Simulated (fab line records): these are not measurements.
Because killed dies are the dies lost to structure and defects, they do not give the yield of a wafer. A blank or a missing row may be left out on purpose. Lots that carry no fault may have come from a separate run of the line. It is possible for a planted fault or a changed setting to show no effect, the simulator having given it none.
Matching of chambers -- flow n5-finfet -- N5_BEOL_M0_SAQP_PECVD_96 on pecvd-01: 3 sister chambers
The step deposits a-Si from SiH4/He, target thk 45 nm, time 45.2 s. 18 wafers are shown with their chamber, then 9 later ones without.

WAFERS PAIRED WITH THEIR CHAMBERS
wafer,chamber,throttle-valve-pct (%),showerhead-plenum-p-Torr (Torr),heater-power-w (W)
L078.3,1,18.8,5.710,685
L078.4,0,17.6,5.652,800
L078.6,1,19.0,5.684,669
L079.1,2,17.2,5.691,525
L079.4,1,18.9,5.707,699
L079.6,0,17.3,5.655,844
L082.2,0,17.9,5.660,824
L082.3,1,19.0,5.713,734
L082.6,0,17.3,5.662,834
L084.1,0,17.3,5.655,845
L084.2,2,16.9,5.691,535
L084.5,0,17.3,5.648,884
L086.2,2,17.2,5.684,624
L086.4,2,17.1,5.685,635
L086.6,0,17.1,5.654,810
L087.1,1,18.7,5.716,702
L087.2,0,17.5,5.670,744
L087.3,2,17.3,5.692,542

SIGNATURES, as means of the wafers listed above
reading,chamber 0,chamber 1,chamber 2,scatter within a chamber
throttle-valve-pct,17.413,18.880,17.140,0.198
showerhead-plenum-p-Torr,5.65700,5.70600,5.68860,0.0083
heater-power-w,823.12,697.80,572.20,41
Rule: for a wafer and a chamber, the distance is found by dividing, reading by reading, the gap between the wafer's reading and the chamber's mean by the reading's scatter, squaring, summing and taking the root. The wafer belongs to the nearest chamber; if the next one is less than 2 further off, it can't be placed. How the scatter is found: for the shown wafers, subtract from each reading the mean of its chamber, square and add these, divide the total by (wafers less chambers), then take the root.

WAFERS WHOSE CHAMBER IS MISSING
wafer,throttle-valve-pct (%),showerhead-plenum-p-Torr (Torr),heater-power-w (W)
L092.2,18.8,5.714,686
L092.4,18.8,5.710,674
L092.6,16.9,5.691,588
L096.2,17.2,5.700,615
L096.3,17.8,5.654,755
L096.5,17.3,5.702,626
L097.2,17.6,5.656,813
L097.4,18.8,5.737,659
L097.5,17.0,5.692,581

WHICH CHAMBER EACH ONE RAN IN
wafer,from the rows above,in truth
L092.2,1,1
L092.4,1,1
L092.6,2,2
L096.2,2,2
L096.3,0,0
L096.5,2,2
L097.2,0,0
L097.4,1,1
L097.5,2,2
9 of 9 placed correctly. Number that these rows cannot place: 0. Number placed wrongly: 0.
